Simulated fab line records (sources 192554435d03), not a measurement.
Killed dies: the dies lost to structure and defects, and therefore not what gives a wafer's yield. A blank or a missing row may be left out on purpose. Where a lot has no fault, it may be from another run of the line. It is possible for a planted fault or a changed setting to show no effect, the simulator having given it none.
Chamber matching    flow n5_finfet    4 sister chambers for N5_PMOS_HMC_CHANNEL_EPI_STRIP_33 on rie_diel-03
The step strips in N2/H2. 4 wafers are shown with their chamber, then 8 later ones without.

## WAFERS WITH THEIR CHAMBER
wafer   chamber  showerhead_plenum_p_Torr (Torr)
L083.2  2        3.26
L084.1  1        3.55
L084.5  3        3.50
L088.2  0        3.57

## WAFERS MISSING THEIR CHAMBER
wafer   showerhead_plenum_p_Torr (Torr)
L088.5  3.57
L088.6  3.55
L090.2  3.49
L090.3  3.57
L090.4  3.55
L093.1  3.25
L093.2  3.49
L093.3  3.54

## CHAMBER TAKEN BY EACH
wafer   from the rows above  in truth
L088.5  0                    0
L088.6  1                    1
L090.2  3                    3
L090.3  0                    0
L090.4  1                    1
L093.1  2                    2
L093.2  3                    3
L093.3  1                    1
Correctly placed: 8 of 8. Left unplaced by these rows: 0. 0 placed wrongly.
How it was worked out, from the rows above alone: a wafer's distance from a chamber is the root of the sum, over the readings, of the square of ((its reading less the chamber's mean) divided by the reading's scatter). The wafer belongs to the nearest chamber; if the next one is less than 2 further off, it can't be placed. The mean given for a chamber averages the wafers shown for that chamber. The scatter (one wafer shown for each chamber): square how far every hidden wafer sits from the nearest shown wafer, average those squares and take the square root.
